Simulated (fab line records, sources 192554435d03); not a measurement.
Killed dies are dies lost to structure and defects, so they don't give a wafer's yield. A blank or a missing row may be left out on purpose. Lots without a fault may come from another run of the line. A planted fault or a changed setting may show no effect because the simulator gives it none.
fab line records | flow n5_finfet | part 1 of 2: steps 1 to 4 of 6
record lots=22 wafers=66 last_day=20
route steps=1938 shown GATE_CUT@488 MOL_CONTACT_COAG@528
lots that met no fault: from a run of the same line without faults
start_h: hours from the record's first day to the start of the lot's first wafer shown | wait_h: hours since the lot's step before | " the same as in the row above | L1.1+2: a row that stands for several wafers | - no value, or no start given | * or withheld: withheld | < > ~ a bound
route shown NAME@n: a module of which the file shows steps, and the number in the route of the first | usual: mean/standard deviation of fault-free wafers | same: alike in all rows | chamber/n: place in a boat | sites: the reading at each site | _std_site: their standard deviation | _edge_site: outer sites' mean less inner sites' | radius_mm: how far each site lies from the wafer's centre | mask NAME#n: copy n | behind: the tool/chamber that last shaped the wafer | hold: why the lot was held/for how many hours/how that ended | device: the transistor (n, p or np) that didn't switch | end of line: the same wafers' tests at the end of the route | a step without rows: its recipe alone | killed: dies lost to structure and defects at the first sort, not the wafer's yield | map: a wafer's dies, x killed, . not, _ none there
set.NAME: the setting as run; set.NAME@STEP: as run at that earlier step | model.NAME: the simulator's own value behind a step, which no gauge read
steps of the route over a sample of lots; a table a step, a row a wafer
services: from which hour (start_h, from the record's first day; less than 0 if before it) a tool's chamber was out of use, for how many hours, and why
## steps
# step N5_GATE_CUT_OVL_MEAS_14
# recipe points_per_wafer=522
# usual GATE_CUT_OVL=0.3/0.67
# columns lot.wafer tool chamber start_h wait_h GATE_CUT_OVL[nm]
L074.2 overlay-02 0 83.76 0.0 -0.2
L074.3 " 0 " " 0.8
L074.4 " 0 " " 1.3
L075.1 overlay-01 0 93.05 0.0 0.8
L075.4 " 0 " " 1.4
L075.5 " 0 " " 0.7
L076.3 overlay-02 0 100.68 0.0 0.8
L076.4 " 0 " " 1.7
L076.5 " 0 " " -0.9
L077.3 overlay-02 0 107.63 0.0 1.4
L077.4 " 0 " " -0.3
L077.5 " 0 " " 0.8
L078.1 overlay-02 0 109.01 0.0 -0.2
L078.3 " 0 " " -0.3
L078.5 " 0 " " -0.6
L079.3 overlay-02 0 115.12 0.0 0.6
L079.4 " 0 " " 0.3
L079.6 " 0 " " 0.5
L080.2 overlay-01 0 120.86 0.0 -0.4
L080.4 " 0 " " -0.1
L080.6 " 0 " " -0.5
L081.2 overlay-02 0 130.16 0.0 -0.2
L081.3 " 0 " " 1.0
L081.5 " 0 " " -0.3
L082.1 overlay-01 0 136.37 0.0 -0.1
L082.4 " 0 " " -0.6
L082.6 " 0 " " -0.2
L084.2 overlay-02 0 145.85 0.0 0.1
L084.4 " 0 " " -0.5
L084.5 " 0 " " 0.6
L085.1 overlay-02 0 154.12 0.0 -0.3
L085.3 " 0 " " -0.2
L085.6 " 0 " " 0.7
L086.2 overlay-02 0 156.64 0.0 -0.8
L086.3 " 0 " " 1.1
L086.4 " 0 " " 0.8
L087.3 overlay-01 0 164.64 0.0 1.0
L087.4 " 0 " " 1.6
L087.5 " 0 " " 0.4
L088.3 overlay-01 0 169.63 0.0 0.3
L088.5 " 0 " " 0.7
L088.6 " 0 " " 1.6
L089.1 overlay-02 0 173.10 0.0 -0.3
L089.3 " 0 " " 0.6
L089.4 " 0 " " 2.2
L090.1 overlay-02 0 179.73 0.0 -0.2
L090.2 " 0 " " 0.2
L090.6 " 0 " " 0.7
L092.1 overlay-02 0 191.69 0.0 0.7
L092.3 " 0 " " 0.6
L092.6 " 0 " " -0.2
L093.3 overlay-01 0 197.24 0.0 0.9
L093.5 " 0 " " 0.4
L093.6 " 0 " " 1.2
L094.2 overlay-02 0 205.82 0.0 -0.2
L094.3 " 0 " " -0.2
L094.6 " 0 " " -0.6
L095.1 overlay-02 0 208.56 0.0 -0.9
L095.2 " 0 " " 0.2
L095.3 " 0 " " -0.4
L096.1 overlay-02 0 214.48 0.0 0.5
L096.2 " 0 " " -0.6
L096.4 " 0 " " -0.4
L097.3 overlay-01 0 219.80 0.0 0.1
L097.5 " 0 " " 0.2
L097.6 " 0 " " 0.5
# step N5_GATE_CUT_DESCUM_18
# recipe chemistry=O2 time_s=7 source_power_w=50 bias_power_w=20 pressure_mtorr=20 rf_frequency_hz=2.712e+07 temp_c=40 resist=CAR-EUV o2_flow_sccm=225
# usual drypump_motor_current_A=5.7/0.51 oes_product_au=0.80/0.083 rf_vpp_V=243.4/1.4 showerhead_plenum_p_Torr=2.11/0.074 throttle_valve_pct=20.50/0.23
# columns lot.wafer tool chamber start_h wait_h drypump_motor_current_A oes_product_au rf_hours_counter_h rf_vpp_V showerhead_plenum_p_Torr throttle_valve_pct
L074.2 rie_diel-01 1 83.85 0.0 6.2 0.73 167 245.2 2.20 20.50
L074.3 " 2 " " 5.1 0.91 13 243.4 2.15 20.25
L074.4 " 0 " " 6.1 0.72 - 245.4 2.14 20.72
L075.1 rie_diel-01 2 93.38 0.3 5.1 0.90 17 243.9 2.15 20.24
L075.4 " 1 " " 6.1 0.74 - 244.5 2.20 20.51
L075.5 " 2 " " 5.1 0.90 - 244.4 2.15 20.23
L076.3 rie_diel-01 2 100.98 0.2 5.1 0.90 19 242.1 2.15 20.24
L076.4 " 1 " " 6.2 0.74 173 244.3 2.20 20.50
L076.5 " 1 " " 6.2 0.74 - 245.5 2.20 20.53
L077.3 rie_diel-01 0 107.80 0.1 6.1 0.71 235 244.0 2.14 20.74
L077.4 " 3 " " 6.3 0.97 4 241.5 2.03 20.20
L077.5 " 2 " " 5.1 0.90 - 242.3 2.15 20.25
L078.1 rie_diel-05 1 109.10 0.0 5.9 0.93 28 244.9 2.24 20.69
L078.3 " 0 " " 4.7 0.73 171 244.9 2.18 20.67
L078.5 " 2 " " 5.6 0.80 - 241.9 2.04 20.62
L079.3 rie_diel-04 3 115.20 0.0 5.8 0.72 202 242.7 2.09 20.81
L079.4 " 3 " " 5.9 0.72 - 241.8 2.09 20.79
L079.6 " 1 " " 5.7 0.90 - 243.5 2.05 20.51
L080.2 rie_diel-04 0 120.94 0.0 5.8 0.72 200 242.5 2.06 20.58
L080.4 " 3 " " 5.9 0.72 205 243.2 2.09 20.82
L080.6 " 0 " " 5.8 0.72 - 243.0 2.06 20.56
L081.2 rie_diel-05 0 130.24 0.0 4.7 0.73 178 245.2 2.18 20.69
L081.3 " 1 " " 5.9 0.90 36 244.7 2.24 20.69
L081.5 " 3 " " 5.0 0.89 - 242.7 2.03 20.16
L082.1 rie_diel-04 1 136.46 0.0 5.7 0.89 44 242.5 2.05 20.54
L082.4 " 2 " " 5.5 0.79 118 240.8 2.00 20.12
L082.6 " 3 " " 5.9 0.72 - 242.9 2.09 20.85
L084.2 rie_diel-01 2 145.94 0.0 5.1 0.85 38 243.7 2.14 20.26
L084.4 " 1 " " 6.1 0.72 - 246.2 2.19 20.53
L084.5 " 3 " " 6.3 0.92 - 243.7 2.03 20.21
L085.1 rie_diel-01 2 154.25 0.1 5.1 0.86 41 243.0 2.14 20.27
L085.3 " 0 " " 6.2 0.70 238 242.9 2.14 20.77
L085.6 " 3 " " 6.3 0.92 - 241.3 2.03 20.20
L086.2 rie_diel-05 0 156.72 0.0 4.7 0.72 186 243.9 2.18 20.69
L086.3 " 2 " " 5.5 0.77 133 242.5 2.03 20.64
L086.4 " 3 " " 5.0 0.88 34 243.4 2.03 20.18
L087.3 rie_diel-04 2 164.72 0.0 5.5 0.77 126 242.0 2.00 20.16
L087.4 " 3 " " 5.8 0.71 217 242.5 2.08 20.84
L087.5 " 3 " " 5.8 0.70 - 243.5 2.08 20.82
L088.3 rie_diel-05 3 170.02 0.3 5.0 0.88 38 243.4 2.03 20.20
L088.5 " 2 " " 5.5 0.78 - 241.4 2.03 20.65
L088.6 " 1 " " 5.9 0.89 - 244.0 2.23 20.72
L089.1 rie_diel-01 2 173.20 0.0 5.1 0.85 45 244.7 2.14 20.29
L089.3 " 0 " " 6.1 0.70 243 243.8 2.14 20.74
L089.4 " 3 " " 6.3 0.91 26 242.3 2.03 20.21
L090.1 rie_diel-05 1 179.90 0.1 5.8 0.89 50 244.0 2.23 20.71
L090.2 " 0 " " 4.7 0.72 192 243.1 2.17 20.70
L090.6 " 1 " " 5.9 0.89 - 245.0 2.23 20.71
L092.1 rie_diel-05 2 191.81 0.1 5.5 0.77 142 242.5 2.03 20.65
L092.3 " 1 " " 5.9 0.88 53 246.1 2.23 20.74
L092.6 " 1 " " 5.8 0.88 - 244.8 2.23 20.74
L093.3 rie_diel-04 0 197.35 0.1 5.8 0.70 223 242.9 2.05 20.60
L093.5 " 2 " " 5.5 0.77 - 242.4 1.99 20.14
L093.6 " 1 " " 5.7 0.86 - 242.3 2.05 20.57
L094.2 rie_diel-05 2 205.90 0.0 5.5 0.77 146 241.8 2.03 20.64
L094.3 " 3 " " 5.0 0.87 47 240.9 2.02 20.20
L094.6 " 3 " " 5.0 0.87 - 241.2 2.02 20.19
L095.1 rie_diel-05 0 208.72 0.1 4.7 0.71 201 243.8 2.17 20.72
L095.2 " 3 " " 5.0 0.86 48 240.9 2.02 20.19
L095.3 " 1 " " 5.9 0.88 58 246.7 2.23 20.71
L096.1 rie_diel-01 2 214.67 0.1 5.1 0.83 59 242.9 2.14 20.30
L096.2 " 3 " " 6.3 0.88 40 241.5 2.02 20.22
L096.4 " 2 " " 5.1 0.83 - 243.7 2.14 20.29
L097.3 rie_diel-01 2 220.21 0.4 5.1 0.83 60 244.4 2.14 20.31
L097.5 " 2 " " 5.1 0.84 - 245.1 2.14 20.30
L097.6 " 1 " " 6.1 0.71 - 244.9 2.18 20.58
# step N5_GATE_CUT_ETCH_36
# recipe chemistry=CF4 target=SiARC target_depth_a=130 mask_material=CAR-EUV time_s=21.7 ion_energy_ev=80 pressure_mtorr=40 source_w=545 bias_w=36 Ar_flow_sccm=100 cf4_flow_sccm=100 ends=cleared
# usual drypump_motor_current_A=5.7/0.51 etch_rf_on_time_s=21.3/0.44 oes_product_au=0.69/0.07 rf_vpp_V=184.2/1.2 showerhead_plenum_p_Torr=2.16/0.061 throttle_valve_pct=15.67/0.22
# columns lot.wafer tool chamber start_h wait_h drypump_motor_current_A etch_rf_on_time_s oes_product_au rf_hours_counter_h rf_vpp_V showerhead_plenum_p_Torr throttle_valve_pct
L074.2 rie_diel-01 1 83.90 0.0 6.2 20.5 0.64 167 184.2 2.21 15.49
L074.3 " 2 " " 5.1 21.1 0.79 13 185.6 2.20 15.38
L074.4 " 0 " " 6.1 21.7 0.60 - 185.0 2.22 16.12
L075.1 rie_diel-01 2 93.43 0.0 5.1 21.0 0.78 17 184.7 2.20 15.40
L075.4 " 1 " " 6.1 20.6 0.65 - 184.3 2.21 15.51
L075.5 " 2 " " 5.1 21.2 0.78 - 185.0 2.20 15.40
L076.3 rie_diel-01 2 101.03 0.0 5.1 21.3 0.77 19 185.6 2.20 15.40
L076.4 " 1 " " 6.1 20.6 0.64 173 185.6 2.21 15.50
L076.5 " 1 " " 6.1 20.6 0.64 - 186.9 2.21 15.49
L077.3 rie_diel-01 0 107.86 0.0 6.1 21.5 0.60 235 185.0 2.21 16.14
L077.4 " 3 " " 6.3 21.7 0.83 4 185.7 2.12 15.54
L077.5 " 2 " " 5.1 20.9 0.79 - 183.7 2.19 15.41
L078.1 rie_diel-05 1 109.16 0.0 5.9 21.5 0.78 28 184.5 2.27 15.70
L078.3 " 0 " " 4.7 21.8 0.63 171 185.6 2.22 15.80
L078.5 " 2 " " 5.5 21.3 0.68 - 183.0 2.08 15.62
L079.3 rie_diel-04 3 115.25 0.0 5.8 21.1 0.63 202 183.8 2.14 16.05
L079.4 " 3 " " 5.9 21.3 0.63 - 183.2 2.14 16.05
L079.6 " 1 " " 5.8 21.2 0.76 - 183.0 2.09 15.52
L080.2 rie_diel-04 0 121.00 0.0 5.8 21.5 0.61 200 182.6 2.13 15.89
L080.4 " 3 " " 5.9 21.3 0.63 205 185.0 2.14 16.05
L080.6 " 0 " " 5.8 21.5 0.61 - 183.9 2.13 15.90
L081.2 rie_diel-05 0 130.30 0.0 4.7 21.7 0.62 178 184.8 2.22 15.82
L081.3 " 1 " " 5.9 21.2 0.78 36 185.8 2.27 15.72
L081.5 " 3 " " 5.0 21.3 0.76 - 182.6 2.10 15.44
L082.1 rie_diel-04 1 136.52 0.0 5.7 21.7 0.75 44 182.7 2.09 15.52
L082.4 " 2 " " 5.5 21.4 0.68 118 184.0 2.07 15.48
L082.6 " 3 " " 5.8 21.3 0.62 - 183.2 2.14 16.07
L084.2 rie_diel-01 2 146.00 0.0 5.1 21.0 0.74 38 184.1 2.19 15.44
L084.4 " 1 " " 6.1 20.2 0.63 - 184.8 2.20 15.54
L084.5 " 3 " " 6.3 21.7 0.78 - 183.8 2.11 15.57
L085.1 rie_diel-01 2 154.30 0.0 5.1 20.9 0.75 41 183.4 2.19 15.44
L085.3 " 0 " " 6.2 21.4 0.60 238 185.2 2.21 16.14
L085.6 " 3 " " 6.3 21.9 0.78 - 184.2 2.11 15.59
L086.2 rie_diel-05 0 156.78 0.0 4.7 21.6 0.62 186 184.2 2.21 15.82
L086.3 " 2 " " 5.5 21.0 0.67 133 182.1 2.07 15.67
L086.4 " 3 " " 5.0 21.2 0.76 34 184.0 2.10 15.42
L087.3 rie_diel-04 2 164.77 0.0 5.5 21.5 0.67 126 182.4 2.07 15.49
L087.4 " 3 " " 5.8 21.9 0.62 217 182.5 2.14 16.07
L087.5 " 3 " " 5.8 21.6 0.62 - 183.5 2.14 16.08
L088.3 rie_diel-05 3 170.07 0.0 5.0 21.4 0.74 38 184.2 2.10 15.44
L088.5 " 2 " " 5.5 21.5 0.66 - 181.3 2.07 15.66
L088.6 " 1 " " 5.9 21.3 0.76 - 185.7 2.27 15.71
L089.1 rie_diel-01 2 173.25 0.0 5.1 20.7 0.75 45 184.2 2.19 15.46
L089.3 " 0 " " 6.1 21.5 0.60 243 183.7 2.21 16.14
L089.4 " 3 " " 6.4 21.7 0.78 26 183.2 2.11 15.59
L090.1 rie_diel-05 1 179.95 0.0 5.9 21.1 0.76 50 185.7 2.27 15.73
L090.2 " 0 " " 4.7 21.5 0.61 192 186.0 2.21 15.83
L090.6 " 1 " " 5.9 21.0 0.77 - 184.8 2.27 15.74
L092.1 rie_diel-05 2 191.86 0.0 5.5 21.1 0.66 142 182.2 2.07 15.67
L092.3 " 1 " " 5.9 21.5 0.75 53 186.3 2.26 15.75
L092.6 " 1 " " 5.9 21.3 0.75 - 185.5 2.26 15.74
L093.3 rie_diel-04 0 197.41 0.0 5.8 21.6 0.59 223 183.8 2.12 15.93
L093.5 " 2 " " 5.5 21.8 0.66 - 182.8 2.07 15.52
L093.6 " 1 " " 5.7 21.7 0.72 - 184.9 2.08 15.55
L094.2 rie_diel-05 2 205.96 0.0 5.5 21.0 0.65 146 184.5 2.07 15.67
L094.3 " 3 " " 5.0 21.3 0.73 47 184.2 2.10 15.48
L094.6 " 3 " " 5.0 21.4 0.74 - 183.7 2.10 15.48
L095.1 rie_diel-05 0 208.77 0.0 4.7 21.5 0.61 201 186.0 2.21 15.84
L095.2 " 3 " " 5.0 21.3 0.74 48 183.4 2.10 15.46
L095.3 " 1 " " 5.9 20.9 0.76 58 186.5 2.26 15.74
L096.1 rie_diel-01 2 214.73 0.0 5.1 21.5 0.72 59 185.0 2.18 15.48
L096.2 " 3 " " 6.3 22.0 0.75 40 182.2 2.11 15.61
L096.4 " 2 " " 5.1 21.2 0.73 - 183.7 2.18 15.48
L097.3 rie_diel-01 2 220.27 0.0 5.1 21.1 0.72 60 183.7 2.18 15.49
L097.5 " 2 " " 5.1 21.1 0.72 - 183.5 2.18 15.47
L097.6 " 1 " " 6.1 20.3 0.62 - 185.1 2.19 15.60
# step N5_GATE_CUT_HM_OPEN_40
# recipe chemistry=C4F6/O2 target=SiO2 mask_material=SiARC target_depth_a=1390 time_s=85.1 ion_energy_ev=250 pressure_mtorr=30 source_w=345 bias_w=185 Ar_flow_sccm=300 C4F6_flow_sccm=10 O2_flow_sccm=10 ends=cleared
# usual drypump_motor_current_A=5.7/0.51 etch_rf_on_time_s=92.8/2.1 oes_product_au=0.72/0.074 rf_vpp_V=663/13 showerhead_plenum_p_Torr=2.87/0.076 throttle_valve_pct=21.00/0.23
# columns lot.wafer tool chamber start_h wait_h drypump_motor_current_A etch_rf_on_time_s oes_product_au rf_hours_counter_h rf_vpp_V showerhead_plenum_p_Torr throttle_valve_pct
L074.2 rie_diel-01 1 84.01 0.0 6.2 89.8 0.67 167 664 2.92 20.71
L074.3 " 2 " " 5.1 91.2 0.84 13 664 2.90 20.64
L074.4 " 0 " " 6.1 92.8 0.64 - 695 2.94 21.39
L075.1 rie_diel-01 2 93.54 0.0 5.1 92.3 0.82 17 662 2.90 20.66
L075.4 " 1 " " 6.2 91.7 0.67 - 665 2.92 20.71
L075.5 " 2 " " 5.1 92.3 0.83 - 661 2.90 20.64
L076.3 rie_diel-01 2 101.14 0.0 5.1 91.3 0.82 19 664 2.90 20.65
L076.4 " 1 " " 6.2 88.7 0.67 173 665 2.92 20.71
L076.5 " 1 " " 6.1 91.4 0.67 - 664 2.92 20.73
L077.3 rie_diel-01 0 107.97 0.0 6.1 89.6 0.64 235 696 2.93 21.41
L077.4 " 3 " " 6.3 93.3 0.88 4 660 2.83 21.05
L077.5 " 2 " " 5.1 90.7 0.81 - 664 2.90 20.66
L078.1 rie_diel-05 1 109.27 0.0 5.9 91.5 0.83 29 662 3.02 21.12
L078.3 " 0 " " 4.7 93.7 0.67 171 660 2.94 21.05
L078.5 " 2 " " 5.5 91.2 0.72 - 654 2.77 21.08
L079.3 rie_diel-04 3 115.36 0.0 5.8 95.5 0.65 202 671 2.85 21.38
L079.4 " 3 " " 5.8 98.4 0.66 - 673 2.85 21.38
L079.6 " 1 " " 5.8 96.8 0.80 - 661 2.78 20.92
L080.2 rie_diel-04 0 121.11 0.0 5.8 93.1 0.64 201 673 2.82 21.12
L080.4 " 3 " " 5.8 95.4 0.66 205 670 2.85 21.40
L080.6 " 0 " " 5.8 93.3 0.65 - 674 2.82 21.13
L081.2 rie_diel-05 0 130.41 0.0 4.7 92.6 0.66 179 659 2.94 21.05
L081.3 " 1 " " 5.9 89.7 0.83 36 664 3.02 21.17
L081.5 " 3 " " 5.0 92.2 0.80 - 654 2.80 20.83
L082.1 rie_diel-04 1 136.63 0.0 5.7 95.5 0.79 44 661 2.78 20.93
L082.4 " 2 " " 5.5 96.8 0.70 118 635 2.76 20.82
L082.6 " 3 " " 5.9 95.5 0.65 - 673 2.84 21.38
L084.2 rie_diel-01 2 146.11 0.0 5.1 93.7 0.78 38 663 2.89 20.67
L084.4 " 1 " " 6.2 93.8 0.65 - 665 2.91 20.75
L084.5 " 3 " " 6.4 94.8 0.83 - 659 2.82 21.07
L085.1 rie_diel-01 2 154.41 0.0 5.1 88.6 0.78 41 662 2.89 20.68
L085.3 " 0 " " 6.1 91.0 0.63 238 697 2.93 21.41
L085.6 " 3 " " 6.4 93.6 0.82 - 658 2.82 21.09
L086.2 rie_diel-05 0 156.89 0.0 4.7 93.1 0.65 186 659 2.93 21.07
L086.3 " 2 " " 5.5 89.9 0.71 133 653 2.77 21.13
L086.4 " 3 " " 5.0 92.3 0.80 34 653 2.79 20.86
L087.3 rie_diel-04 2 164.88 0.0 5.5 94.9 0.69 126 634 2.75 20.82
L087.4 " 3 " " 5.8 97.4 0.65 217 672 2.84 21.39
L087.5 " 3 " " 5.8 95.2 0.64 - 672 2.84 21.41
L088.3 rie_diel-05 3 170.18 0.0 5.0 94.0 0.79 38 653 2.79 20.86
L088.5 " 2 " " 5.5 95.2 0.69 - 653 2.77 21.09
L088.6 " 1 " " 5.9 93.1 0.81 - 663 3.02 21.17
L089.1 rie_diel-01 2 173.36 0.0 5.1 89.8 0.79 45 663 2.89 20.69
L089.3 " 0 " " 6.1 92.3 0.65 243 696 2.93 21.42
L089.4 " 3 " " 6.4 93.7 0.81 26 659 2.82 21.08
L090.1 rie_diel-05 1 180.06 0.0 5.9 93.8 0.79 50 663 3.01 21.19
L090.2 " 0 " " 4.7 92.6 0.64 192 659 2.93 21.08
L090.6 " 1 " " 5.9 93.1 0.80 - 663 3.01 21.16
L092.1 rie_diel-05 2 191.97 0.0 5.5 91.0 0.70 142 652 2.76 21.11
L092.3 " 1 " " 5.9 89.3 0.80 53 663 3.01 21.18
L092.6 " 1 " " 5.9 91.8 0.80 - 664 3.01 21.18
L093.3 rie_diel-04 0 197.52 0.0 5.8 92.6 0.63 223 672 2.81 21.17
L093.5 " 2 " " 5.5 97.5 0.69 - 634 2.75 20.83
L093.6 " 1 " " 5.7 94.9 0.77 - 660 2.77 20.95
L094.2 rie_diel-05 2 206.07 0.0 5.5 91.4 0.69 146 653 2.76 21.10
L094.3 " 3 " " 4.9 91.3 0.78 47 652 2.79 20.88
L094.6 " 3 " " 5.0 92.4 0.77 - 652 2.79 20.89
L095.1 rie_diel-05 0 208.88 0.0 4.7 94.2 0.63 201 658 2.93 21.10
L095.2 " 3 " " 5.0 91.9 0.78 48 654 2.79 20.89
L095.3 " 1 " " 5.9 91.6 0.78 58 664 3.01 21.19
L096.1 rie_diel-01 2 214.83 0.0 5.1 91.5 0.76 59 664 2.88 20.71
L096.2 " 3 " " 6.3 93.0 0.79 40 658 2.81 21.09
L096.4 " 2 " " 5.1 93.3 0.75 - 663 2.88 20.70
L097.3 rie_diel-01 2 220.38 0.0 5.2 92.7 0.76 60 662 2.88 20.73
L097.5 " 2 " " 5.1 92.9 0.77 - 661 2.88 20.72
L097.6 " 1 " " 6.2 91.4 0.65 - 664 2.90 20.78
